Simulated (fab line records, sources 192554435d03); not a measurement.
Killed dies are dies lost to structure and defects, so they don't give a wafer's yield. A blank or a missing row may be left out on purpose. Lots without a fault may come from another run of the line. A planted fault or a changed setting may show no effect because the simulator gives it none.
Chamber matching | flow n5_finfet | N5_PMOS_HMC_CHANNEL_EPI_DESCUM_14 on rie_diel-02: 4 sister chambers
The step chemistry O2, time 7.9 s. 14 wafers are shown with their chamber, then 7 later ones without.

WAFERS WITH THEIR CHAMBER
wafer  | chamber | drypump_motor_current_A (A) | showerhead_plenum_p_Torr (Torr) | throttle_valve_pct (%)
L074.1 | 3       | 5.5                         | 2.10                            | 20.47
L074.2 | 2       | 5.5                         | 2.04                            | 20.26
L074.3 | 1       | 6.4                         | 2.22                            | 20.73
L082.1 | 0       | 5.4                         | 2.16                            | 20.37
L082.4 | 3       | 5.5                         | 2.10                            | 20.48
L082.5 | 2       | 5.5                         | 2.03                            | 20.26
L085.1 | 2       | 5.5                         | 2.03                            | 20.26
L085.4 | 0       | 5.4                         | 2.16                            | 20.36
L085.6 | 2       | 5.5                         | 2.03                            | 20.28
L087.3 | 0       | 5.4                         | 2.15                            | 20.38
L087.4 | 2       | 5.5                         | 2.03                            | 20.29
L087.6 | 3       | 5.4                         | 2.10                            | 20.48
L090.1 | 2       | 5.5                         | 2.03                            | 20.29
L090.2 | 3       | 5.4                         | 2.09                            | 20.50

SIGNATURES (means of the wafers above)
reading                  | chamber 0 | chamber 1 | chamber 2 | chamber 3 | scatter within a chamber
drypump_motor_current_A  | 5.400     | 6.400     | 5.500     | 5.450     | 0.0316
showerhead_plenum_p_Torr | 2.1567    | 2.2200    | 2.0317    | 2.0975    | 0.00474
throttle_valve_pct       | 20.3700   | 20.7300   | 20.2733   | 20.4825   | 0.0134
Rule: a wafer's distance from a chamber is the root of the sum, over the readings, of the square of ((its reading less the chamber's mean) divided by the reading's scatter). The wafer belongs to the nearest chamber; if the next one is less than 2 further off, it can't be placed. The scatter: the root of (the sum of the squares of (reading less its chamber's mean) over the shown wafers, divided by (wafers less chambers)).

WAFERS WITHOUT THEIR CHAMBER
wafer  | drypump_motor_current_A (A) | showerhead_plenum_p_Torr (Torr) | throttle_valve_pct (%)
L090.3 | 6.3                         | 2.21                            | 20.76
L091.1 | 5.4                         | 2.15                            | 20.39
L091.4 | 6.3                         | 2.21                            | 20.77
L091.6 | 5.4                         | 2.15                            | 20.39
L096.1 | 5.5                         | 2.03                            | 20.30
L096.2 | 6.3                         | 2.21                            | 20.78
L096.5 | 5.5                         | 2.03                            | 20.30

WHICH CHAMBER EACH WENT THROUGH
wafer  | from the rows above | in truth
L090.3 | 1                   | 1
L091.1 | 0                   | 0
L091.4 | 1                   | 1
L091.6 | 0                   | 0
L096.1 | 2                   | 2
L096.2 | 1                   | 1
L096.5 | 2                   | 2
Placed correctly: 7 of 7. Can't be placed from these rows: 0. Placed wrongly: 0.
